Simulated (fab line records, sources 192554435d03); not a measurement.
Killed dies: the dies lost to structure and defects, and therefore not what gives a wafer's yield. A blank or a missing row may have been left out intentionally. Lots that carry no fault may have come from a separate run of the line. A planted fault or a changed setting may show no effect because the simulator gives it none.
fab line records	flow n5-finfet	part 1 of 2: steps 1 to 22 of 31
record: lots: 5	wafers: 15	last-day: 16
route steps=1938 shown BEOL_M0@721 BEOL_M1@751
lots that met no fault: from a run of the same line without faults
start-h: the number of hours between the record's first day and the start of the first shown wafer of the lot	wait-h: hours from the lot's prior step to this one	" same as the row above	L1.1+2: a single row standing in for several wafers	- value missing, or start not given	* or withheld: withheld	< > ~ a bound
route shown NAME@n: names a module that has steps shown in the file, with the first one's number in the route	usual: average and standard deviation across the fault-free wafers	same: alike in all rows	chamber/n: place in a boat	sites: the reading at each site	_std_site: standard deviation across them	_edge_site: outer sites' mean less inner sites'	radius-mm: how far each site lies from the wafer's centre	mask NAME#n: copy n	behind: the last tool/chamber to shape the wafer	hold: cause of the lot's hold/its duration in hours/its outcome	device: whichever transistor did not switch (one of n, p or np)	end of line: tests run on the same wafers once the route is complete	where a step has no rows: the recipe by itself	killed: the dies lost at the first sort to structure and to defects; this is not the yield of the wafer	map: shows each die of a wafer: x if killed, . if not, _ if none is there
set.NAME: setting as actually run; set.NAME@STEP: the setting as run at that earlier step	model.NAME: the simulator's own value behind a step, which no gauge read
certain route steps with their lots: each step a table, each wafer a row
services: a tool's chamber out of use, with start hour (start-h, from the record's first day; less than 0 if before it), hours out, and reason
== steps ==
step: N5_BEOL_M0_TRENCH_ETCH_107
recipe: chemistry: C4F6/O2	target-depth-a: 328	target: SiOC	time-s: 16.4	ion-energy-ev: 250	pressure-mtorr: 30	source-w: 355	bias-w: 185	Ar_flow_sccm: 300	C4F6_flow_sccm: 10	O2_flow_sccm: 10
usual: drypump-motor-current-A: 5.6/0.47	oes_ar_750_au: 0.80/0.097	oes-product-au: 0.80/0.1	rf-vpp-V: 661/4.4	showerhead-plenum-p-Torr: 2.85/0.083	throttle-valve-pct: 20.84/0.21
lot.wafer	tool	chamber	start-h	wait-h	drypump-motor-current-A	oes_ar_750_au	oes-product-au	rf-hours-counter-h	rf-vpp-V	showerhead-plenum-p-Torr	throttle-valve-pct
L075.3	rie-diel-04	1	121.10	0.0	5.6	0.72	0.71	192	663	2.82	20.76
L075.5	"	1	"	"	5.6	0.72	0.71	-	663	2.82	20.75
L075.6	"	0	"	"	5.6	0.71	0.71	-	660	2.83	21.30
L076.3	rie-diel-01	3	130.61	0.0	5.8	0.94	0.94	13	657	2.90	20.67
L076.5	"	2	"	"	5.5	0.74	0.74	-	665	2.86	20.77
L076.6	"	3	"	"	5.8	0.95	0.94	-	656	2.90	20.68
L087.1	rie-diel-01	2	194.75	0.0	5.5	0.72	0.72	183	665	2.84	20.79
L087.2	"	1	"	"	4.9	0.89	0.89	30	654	2.79	20.56
L087.4	"	0	"	"	5.4	0.92	0.94	17	663	2.91	21.06
L088.2	rie-diel-01	3	200.17	0.0	5.8	0.89	0.88	39	657	2.89	20.72
L088.5	"	2	"	"	5.5	0.73	0.72	-	664	2.84	20.78
L088.6	"	3	"	"	5.8	0.88	0.88	-	657	2.89	20.72
L093.3	rie-diel-01	1	229.46	0.0	4.9	0.86	0.88	41	655	2.78	20.58
L093.5	"	2	"	"	5.5	0.71	0.71	-	665	2.84	20.81
L093.6	"	1	"	"	4.9	0.87	0.87	-	655	2.78	20.57
step: N5_BEOL_M0_STRIP_142
recipe: chemistry: N2/H2	time-s: 10	power-w: 450	temp-c: 40	pressure-mtorr: 20	rf-frequency-hz: 6e+07	bias-power-w: 7	n2-flow-sccm: 200	h2-flow-sccm: 200
usual: drypump-motor-current-A: 5.6/0.47	oes-product-au: 0.80/0.1	rf-vpp-V: 59.2/0.74	showerhead-plenum-p-Torr: 2.54/0.081	throttle-valve-pct: 23.66/0.23
lot.wafer	tool	chamber	start-h	wait-h	drypump-motor-current-A	oes-product-au	rf-hours-counter-h	rf-vpp-V	showerhead-plenum-p-Torr	throttle-valve-pct
L075.3	rie-diel-04	1	121.13	0.0	5.6	0.71	192	58.7	2.52	23.85
L075.5	"	1	"	"	5.6	0.72	-	59.4	2.52	23.84
L075.6	"	0	"	"	5.6	0.71	-	58.9	2.52	24.07
L076.3	rie-diel-01	3	130.64	0.0	5.8	0.95	13	60.2	2.61	23.44
L076.5	"	2	"	"	5.5	0.74	-	59.0	2.54	23.48
L076.6	"	3	"	"	5.8	0.95	-	59.3	2.61	23.44
L087.1	rie-diel-01	2	194.77	0.0	5.5	0.72	183	58.8	2.52	23.51
L087.2	"	1	"	"	4.8	0.90	30	59.6	2.48	23.40
L087.4	"	0	"	"	5.4	0.94	17	59.1	2.61	23.95
L088.2	rie-diel-01	3	200.19	0.0	5.8	0.90	39	59.8	2.59	23.47
L088.5	"	2	"	"	5.5	0.72	-	60.2	2.52	23.51
L088.6	"	3	"	"	5.8	0.90	-	58.7	2.59	23.47
L093.3	rie-diel-01	1	229.48	0.0	4.9	0.88	41	60.1	2.48	23.42
L093.5	"	2	"	"	5.5	0.71	-	59.0	2.52	23.53
L093.6	"	1	"	"	4.9	0.87	-	59.0	2.48	23.43
step: N5_BEOL_M0_OCD_MEAS_108
usual: trench-depth-nm: 32.8/0.56
lot.wafer	tool	chamber	start-h	wait-h	trench-depth-nm
L075.3	ocd-02	-	121.21	0.1	32.6
L075.5	"	-	"	"	31.8
L075.6	"	-	"	"	33.3
L076.3	ocd-02	-	130.72	0.1	33.0
L076.5	"	-	"	"	32.7
L076.6	"	-	"	"	33.1
L087.1	ocd-02	-	194.85	0.1	32.8
L087.2	"	-	"	"	33.5
L087.4	"	-	"	"	33.6
L088.2	ocd-01	-	200.27	0.1	32.9
L088.5	"	-	"	"	32.8
L088.6	"	-	"	"	32.6
L093.3	ocd-02	-	229.57	0.1	32.7
L093.5	"	-	"	"	32.0
L093.6	"	-	"	"	32.8
step: N5_BEOL_M0_HM_STRIP_129
recipe: chemistry: peroxide-tin-strip	material: TiN	target-depth-a: 170	temp-c: 50	time-s: 108
usual: bath-heat-duty-pct: 7.2/0.82
lot.wafer	tool	chamber	start-h	wait-h	bath-heat-duty-pct
L075.3	wet-bench-05	1	121.24	0.0	5.6
L075.5	"	0	"	"	7.9
L075.6	"	6	"	"	7.8
L076.3	wet-bench-01	7	130.75	0.0	6.9
L076.5	"	2	"	"	8.0
L076.6	"	1	"	"	8.0
L087.1	wet-bench-05	5	194.88	0.0	7.4
L087.2	"	0	"	"	6.7
L087.4	"	3	"	"	6.9
L088.2	wet-bench-01	5	200.30	0.0	7.8
L088.5	"	6	"	"	6.5
L088.6	"	2	"	"	7.4
L093.3	wet-bench-01	7	229.60	0.0	6.1
L093.5	"	6	"	"	7.0
L093.6	"	5	"	"	8.4
step: N5_BEOL_M0_SRD_130
recipe: time-s: 30	temp-c: 23	rinse-liquid: diw	dry: ipa-marangoni
usual: bath-heat-duty-pct: 3.7/0.51
lot.wafer	tool	chamber	start-h	wait-h	bath-heat-duty-pct
L075.3	wet-bench-05	1	121.27	0.0	3.7
L075.5	"	0	"	"	4.7
L075.6	"	6	"	"	3.7
L076.3	wet-bench-01	7	130.78	0.0	3.1
L076.5	"	2	"	"	3.5
L076.6	"	1	"	"	5.0
L087.1	wet-bench-05	5	194.92	0.0	3.9
L087.2	"	0	"	"	4.0
L087.4	"	3	"	"	4.0
L088.2	wet-bench-01	5	200.34	0.0	3.0
L088.5	"	6	"	"	4.1
L088.6	"	2	"	"	4.4
L093.3	wet-bench-01	7	229.63	0.0	3.8
L093.5	"	6	"	"	3.5
L093.6	"	5	"	"	3.6
step: N5_BEOL_M0_ETCH_109
recipe: chemistry: CH3F/O2	target-depth-a: 80	overetch-a: 24	target: SiCN	time-s: 27.4	ion-energy-ev: 120	pressure-mtorr: 30	source-w: 395	bias-w: 75	Ar_flow_sccm: 150	CH3F_flow_sccm: 30	O2_flow_sccm: 20
usual: drypump-motor-current-A: 5.6/0.5	oes-product-au: 0.67/0.079	rf-vpp-V: 297.3/1.4	showerhead-plenum-p-Torr: 2.00/0.056	throttle-valve-pct: 16.32/0.19
lot.wafer	tool	chamber	start-h	wait-h	drypump-motor-current-A	oes-product-au	rf-hours-counter-h	rf-vpp-V	showerhead-plenum-p-Torr	throttle-valve-pct
L075.3	rie-diel-04	2	121.37	0.1	6.5	0.60	244	295.7	1.89	16.66
L075.5	"	2	"	"	6.5	0.60	-	297.1	1.89	16.67
L075.6	"	3	"	"	5.6	0.66	-	295.5	1.91	16.07
L076.3	rie-diel-06	0	130.83	0.0	5.5	0.66	122	297.7	2.09	16.41
L076.5	"	1	"	"	5.3	0.60	-	296.1	1.98	16.37
L076.6	"	0	"	"	5.5	0.67	-	299.3	2.09	16.41
L087.1	rie-diel-06	3	194.98	0.0	6.8	0.63	177	297.4	2.07	16.41
L087.2	"	1	"	"	5.3	0.58	237	296.0	1.97	16.43
L087.4	"	2	"	"	5.4	0.80	12	296.7	1.97	16.16
L088.2	rie-diel-01	3	200.46	0.1	5.8	0.76	39	297.5	2.03	16.18
L088.5	"	3	"	"	5.8	0.75	-	297.4	2.03	16.16
L088.6	"	0	"	"	5.4	0.79	-	298.1	2.05	16.44
L093.3	rie-diel-06	0	229.67	0.0	5.5	0.63	158	299.4	2.08	16.47
L093.5	"	1	"	"	5.3	0.58	-	295.9	1.97	16.46
L093.6	"	0	"	"	5.5	0.64	-	296.7	2.08	16.46
step: N5_BEOL_M0_STRIP_139
recipe: chemistry: post-etch-residue-remover	time-s: 60	temp-c: 25	remover-ph: withheld	remover-water-wt-pct: withheld	remover-fluoride-wt-pct: withheld
lot.wafer	tool	chamber	start-h	wait-h
L075.3+5+6	wet-bench-05	4,0,1	121.48	0.1
L076.3+5+6	wet-bench-05	6,1,2	130.93	0.1
L087.1+2+4	wet-bench-03	1,0,6	195.08	0.1
L088.2+5+6	wet-bench-05	3,0,7	200.56	0.1
L093.3+5+6	wet-bench-01	5,7,4	229.78	0.1
step: N5_BEOL_M0_SRD_111
recipe: time-s: 30	temp-c: 23	rinse-liquid: diw	dry: ipa-marangoni
usual: bath-heat-duty-pct: 3.6/0.53
lot.wafer	tool	chamber	start-h	wait-h	bath-heat-duty-pct
L075.3	wet-bench-05	4	121.50	0.0	3.7
L075.5	"	0	"	"	3.8
L075.6	"	1	"	"	4.1
L076.3	wet-bench-05	6	130.95	0.0	3.6
L076.5	"	1	"	"	2.8
L076.6	"	2	"	"	2.9
L087.1	wet-bench-03	1	195.10	0.0	2.7
L087.2	"	0	"	"	3.3
L087.4	"	6	"	"	4.5
L088.2	wet-bench-05	3	200.58	0.0	4.0
L088.5	"	0	"	"	3.8
L088.6	"	7	"	"	2.9
L093.3	wet-bench-01	5	229.80	0.0	3.9
L093.5	"	7	"	"	3.2
L093.6	"	4	"	"	4.3
step: N5_BEOL_M0_DEGAS_112
recipe: ambient: vacuum	temp-c: 250	time-s: 60
usual: heater-power-w: 344/45
lot.wafer	tool	chamber	start-h	wait-h	heater-power-w
L075.3	pvd-sputter-03	-	121.54	0.0	294
L075.5	"	-	"	"	467
L075.6	"	-	"	"	355
L076.3	pvd-sputter-03	-	131.87	0.9	456
L076.5	"	-	"	"	303
L076.6	"	-	"	"	295
L087.1	pvd-sputter-03	-	195.41	0.3	470
L087.2	"	-	"	"	348
L087.4	"	-	"	"	312
L088.2	pvd-sputter-03	-	200.83	0.2	352
L088.5	"	-	"	"	295
L088.6	"	-	"	"	467
L093.3	pvd-sputter-01	-	229.96	0.1	289
L093.5	"	-	"	"	295
L093.6	"	-	"	"	322
step: N5_BEOL_M0_PRE_CLEAN_113
recipe: gas: H2/He	time-s: 30	temp-c: 250
usual: heater-power-w: 345/46
lot.wafer	tool	chamber	start-h	wait-h	heater-power-w
L075.3	pvd-sputter-03	-	121.58	0.0	296
L075.5	"	-	"	"	477
L075.6	"	-	"	"	355
L076.3	pvd-sputter-03	-	131.91	0.0	469
L076.5	"	-	"	"	309
L076.6	"	-	"	"	287
L087.1	pvd-sputter-03	-	195.45	0.0	464
L087.2	"	-	"	"	352
L087.4	"	-	"	"	310
L088.2	pvd-sputter-03	-	200.87	0.0	356
L088.5	"	-	"	"	301
L088.6	"	-	"	"	456
L093.3	pvd-sputter-01	-	230.00	0.0	299
L093.5	"	-	"	"	297
L093.6	"	-	"	"	318
step: N5_BEOL_M0_ALD_136
recipe: material: TaN	target-thk-a: *	temp-c: 275	ald-precursor-family: PDMAT	ald-co-reactant: NH3	pressure-torr: 3	carrier-flow-sccm: 1500	pulse-time-s: 2	purge-time-s: 3	co-reactant-purge-time-s: 2	co-reactant-pulse-time-s: 3	ald-cycles: 30	precursor-vessel-temp-c: 75	precursor-vessel-pressure-torr: 26.25	precursor-vessel-carrier-sccm: 1000
usual: heater-power-w: 425/41
same: purge-time-s: 3
lot.wafer	tool	chamber	start-h	wait-h	heater-power-w	since-wet-clean-h
L075.3	ald-metal-03	1	121.64	0.0	428	1323
L075.5	"	2	"	"	441	-
L075.6	"	3	"	"	426	-
L076.3	ald-metal-04	0	132.00	0.1	424	4410
L076.5	"	0	"	"	410	-
L076.6	"	1	"	"	499	-
L087.1	ald-metal-02	2	195.51	0.0	438	6012
L087.2	"	0	"	"	396	6012
L087.4	"	3	"	"	385	6012
L088.2	ald-metal-04	1	200.98	0.1	489	4479
L088.5	"	1	"	"	510	-
L088.6	"	3	"	"	357	-
L093.3	ald-metal-02	3	230.07	0.1	383	6047
L093.5	"	1	"	"	474	-
L093.6	"	0	"	"	405	-
step: N5_BEOL_M0_SURFACE_TREAT_137
recipe: gas: Ar	time-s: *	ion-energy-ev: *	ion-current-ma-cm2: 0.5	pressure-mtorr: *	ar-flow-sccm: 30
usual: pressure-mtorr: *	throttle-valve-pct: *
lot.wafer	tool	chamber	start-h	wait-h	pressure-mtorr	throttle-valve-pct
L075.3	pvd-sputter-01	-	122.73	1.0	*	*
L075.5	"	-	"	"	*	*
L075.6	"	-	"	"	*	*
L076.3	pvd-sputter-02	-	132.28	0.2	*	*
L076.5	"	-	"	"	*	*
L076.6	"	-	"	"	*	*
L087.1	pvd-sputter-02	-	199.41	3.8	*	*
L087.2	"	-	"	"	*	*
L087.4	"	-	"	"	*	*
L088.2	pvd-sputter-02	-	201.22	0.1	*	*
L088.5	"	-	"	"	*	*
L088.6	"	-	"	"	*	*
L093.3	pvd-sputter-01	-	230.30	0.1	*	*
L093.5	"	-	"	"	*	*
L093.6	"	-	"	"	*	*
step: N5_BEOL_M0_CVD_115
recipe: material: Co	target-thk-a: *	temp-c: withheld	precursor: CCTBA/H2	pressure-torr: 30	time-s: 120
lot.wafer	tool	chamber	start-h	wait-h	since-wet-clean-h
L075.3	cvd-co-02	2	122.94	0.2	-
L075.5	"	1	"	"	-
L075.6	"	2	"	"	-
L076.3	cvd-co-02	2	132.39	0.1	-
L076.5	"	0	"	"	-
L076.6	"	2	"	"	-
L087.1	cvd-co-02	0	199.48	0.1	959
L087.2	"	1	"	"	53
L087.4	"	1	"	"	-
L088.2	cvd-co-02	2	201.51	0.3	502
L088.5	"	0	"	"	-
L088.6	"	2	"	"	-
L093.3	cvd-co-02	1	230.41	0.1	-
L093.5	"	1	"	"	-
L093.6	"	0	"	"	-
step: N5_BEOL_M0_SPUTTER_116
recipe: material: Cu	target-thk-a: 40	temp-c: -20	chamber-pressure-pa: 0.07	power-w: withheld	time-s: 7.37
usual: throttle-valve-pct: 30.0/1.1
lot.wafer	tool	chamber	start-h	wait-h	throttle-valve-pct
L075.3	pvd-sputter-03	-	123.64	0.7	28.2
L075.5	"	-	"	"	28.4
L075.6	"	-	"	"	31.3
L076.3	pvd-sputter-01	-	132.51	0.1	30.5
L076.5	"	-	"	"	30.7
L076.6	"	-	"	"	30.9
L087.1	pvd-sputter-02	-	199.71	0.2	31.6
L087.2	"	-	"	"	28.9
L087.4	"	-	"	"	30.5
L088.2	pvd-sputter-03	-	203.13	1.6	27.7
L088.5	"	-	"	"	29.8
L088.6	"	-	"	"	29.0
L093.3	pvd-sputter-01	-	232.18	1.7	30.2
L093.5	"	-	"	"	30.9
L093.6	"	-	"	"	30.3
step: N5_BEOL_M0_ANNEAL_117
recipe: temp-c: 400	time-s: 60	ambient: vacuum
usual: heater-power-w: 864/110
lot.wafer	tool	chamber	start-h	wait-h	heater-power-w
L075.3	pvd-sputter-03	-	123.72	0.0	886
L075.5	"	-	"	"	889
L075.6	"	-	"	"	786
L076.3	pvd-sputter-01	-	132.59	0.0	958
L076.5	"	-	"	"	821
L076.6	"	-	"	"	941
L087.1	pvd-sputter-02	-	199.79	0.0	859
L087.2	"	-	"	"	771
L087.4	"	-	"	"	914
L088.2	pvd-sputter-03	-	203.21	0.0	858
L088.5	"	-	"	"	1137
L088.6	"	-	"	"	734
L093.3	pvd-sputter-01	-	232.26	0.0	886
L093.5	"	-	"	"	807
L093.6	"	-	"	"	947
step: N5_BEOL_M0_SPUTTER_132
recipe: material: Cu	target-thk-a: 40	temp-c: -20	chamber-pressure-pa: 0.07	power-w: withheld	time-s: 7.37
usual: throttle-valve-pct: 29.9/1
lot.wafer	tool	chamber	start-h	wait-h	throttle-valve-pct
L075.3	pvd-sputter-03	-	123.76	0.0	28.4
L075.5	"	-	"	"	28.1
L075.6	"	-	"	"	31.3
L076.3	pvd-sputter-01	-	132.63	0.0	30.5
L076.5	"	-	"	"	30.8
L076.6	"	-	"	"	30.5
L087.1	pvd-sputter-02	-	199.83	0.0	31.7
L087.2	"	-	"	"	29.1
L087.4	"	-	"	"	30.3
L088.2	pvd-sputter-03	-	203.25	0.0	28.3
L088.5	"	-	"	"	29.9
L088.6	"	-	"	"	28.7
L093.3	pvd-sputter-01	-	232.30	0.0	30.0
L093.5	"	-	"	"	30.7
L093.6	"	-	"	"	30.6
step: N5_BEOL_M0_ANNEAL_133
recipe: temp-c: 400	time-s: 60	ambient: vacuum
usual: heater-power-w: 866/110
lot.wafer	tool	chamber	start-h	wait-h	heater-power-w
L075.3	pvd-sputter-03	-	123.84	0.0	878
L075.5	"	-	"	"	879
L075.6	"	-	"	"	770
L076.3	pvd-sputter-01	-	132.71	0.0	943
L076.5	"	-	"	"	795
L076.6	"	-	"	"	926
L087.1	pvd-sputter-02	-	199.91	0.0	874
L087.2	"	-	"	"	774
L087.4	"	-	"	"	957
L088.2	pvd-sputter-03	-	203.33	0.0	903
L088.5	"	-	"	"	1165
L088.6	"	-	"	"	743
L093.3	pvd-sputter-01	-	232.38	0.0	863
L093.5	"	-	"	"	780
L093.6	"	-	"	"	946
step: N5_BEOL_M0_SPUTTER_134
recipe: material: Cu	target-thk-a: 40	temp-c: -20	chamber-pressure-pa: 0.07	power-w: withheld	time-s: 7.37
usual: throttle-valve-pct: 29.9/1
lot.wafer	tool	chamber	start-h	wait-h	throttle-valve-pct
L075.3	pvd-sputter-03	-	123.88	0.0	28.0
L075.5	"	-	"	"	28.1
L075.6	"	-	"	"	31.4
L076.3	pvd-sputter-01	-	132.75	0.0	30.6
L076.5	"	-	"	"	30.8
L076.6	"	-	"	"	30.7
L087.1	pvd-sputter-02	-	199.95	0.0	31.8
L087.2	"	-	"	"	28.7
L087.4	"	-	"	"	30.4
L088.2	pvd-sputter-03	-	203.37	0.0	28.2
L088.5	"	-	"	"	29.8
L088.6	"	-	"	"	28.8
L093.3	pvd-sputter-01	-	232.42	0.0	29.8
L093.5	"	-	"	"	31.1
L093.6	"	-	"	"	30.6
step: N5_BEOL_M0_ANNEAL_135
recipe: temp-c: 400	time-s: 60	ambient: vacuum
usual: heater-power-w: 864/110
lot.wafer	tool	chamber	start-h	wait-h	heater-power-w
L075.3	pvd-sputter-03	-	123.96	0.0	900
L075.5	"	-	"	"	884
L075.6	"	-	"	"	799
L076.3	pvd-sputter-01	-	132.83	0.0	928
L076.5	"	-	"	"	796
L076.6	"	-	"	"	926
L087.1	pvd-sputter-02	-	200.03	0.0	867
L087.2	"	-	"	"	746
L087.4	"	-	"	"	951
L088.2	pvd-sputter-03	-	203.45	0.0	872
L088.5	"	-	"	"	1158
L088.6	"	-	"	"	736
L093.3	pvd-sputter-01	-	232.50	0.0	895
L093.5	"	-	"	"	791
L093.6	"	-	"	"	955
step: N5_BEOL_M0_SPUTTER_141
recipe: material: Cu	target-thk-a: 40	temp-c: -20	chamber-pressure-pa: 0.07	power-w: withheld	time-s: 7.37
usual: throttle-valve-pct: 29.9/1.1
lot.wafer	tool	chamber	start-h	wait-h	throttle-valve-pct
L075.3	pvd-sputter-03	-	124.00	0.0	28.0
L075.5	"	-	"	"	28.1
L075.6	"	-	"	"	31.4
L076.3	pvd-sputter-01	-	132.87	0.0	30.8
L076.5	"	-	"	"	30.7
L076.6	"	-	"	"	30.9
L087.1	pvd-sputter-02	-	200.07	0.0	31.5
L087.2	"	-	"	"	28.7
L087.4	"	-	"	"	30.5
L088.2	pvd-sputter-03	-	203.49	0.0	28.1
L088.5	"	-	"	"	29.7
L088.6	"	-	"	"	28.6
L093.3	pvd-sputter-01	-	232.54	0.0	29.8
L093.5	"	-	"	"	30.8
L093.6	"	-	"	"	30.6
step: N5_BEOL_M0_ECD_118
recipe: material: Cu	target-thk-a: 3000
lot.wafer	tool	chamber	start-h	wait-h
L075.3+5+6	ecd-cu-02	0,0,1	124.14	0.1
L076.3+5+6	ecd-cu-01	0,1,0	133.01	0.1
L087.1+2+4	ecd-cu-01	0,1,1	200.19	0.1
L088.2+5+6	ecd-cu-02	1,0,1	203.61	0.1
L093.3+5+6	ecd-cu-01	0,1,0	232.67	0.1
step: N5_BEOL_M0_ANNEAL_119
recipe: temp-c: 225	time-s: 90	ambient: N2
usual: anneal-temp-c: 225.01/0.17	wafer_temp_C_max: 226.3/0.31
lot.wafer	tool	chamber	start-h	wait-h	anneal-temp-c	wafer_temp_C_max
L075.3	rtp-anneal-02	0	124.29	0.1	225.08	226.4
L075.5	"	0	"	"	225.23	225.9
L075.6	"	0	"	"	225.02	226.1
L076.3	rtp-anneal-02	0	133.58	0.6	224.92	226.3
L076.5	"	0	"	"	224.97	226.3
L076.6	"	0	"	"	224.91	226.2
L087.1	rtp-anneal-01	0	200.39	0.2	225.28	226.3
L087.2	"	0	"	"	224.79	226.7
L087.4	"	0	"	"	225.21	225.5
L088.2	rtp-anneal-02	0	203.73	0.1	225.00	226.3
L088.5	"	0	"	"	224.78	226.0
L088.6	"	0	"	"	225.13	226.2
L093.3	rtp-anneal-02	0	232.92	0.2	225.11	226.6
L093.5	"	0	"	"	224.96	226.4
L093.6	"	0	"	"	224.79	226.3
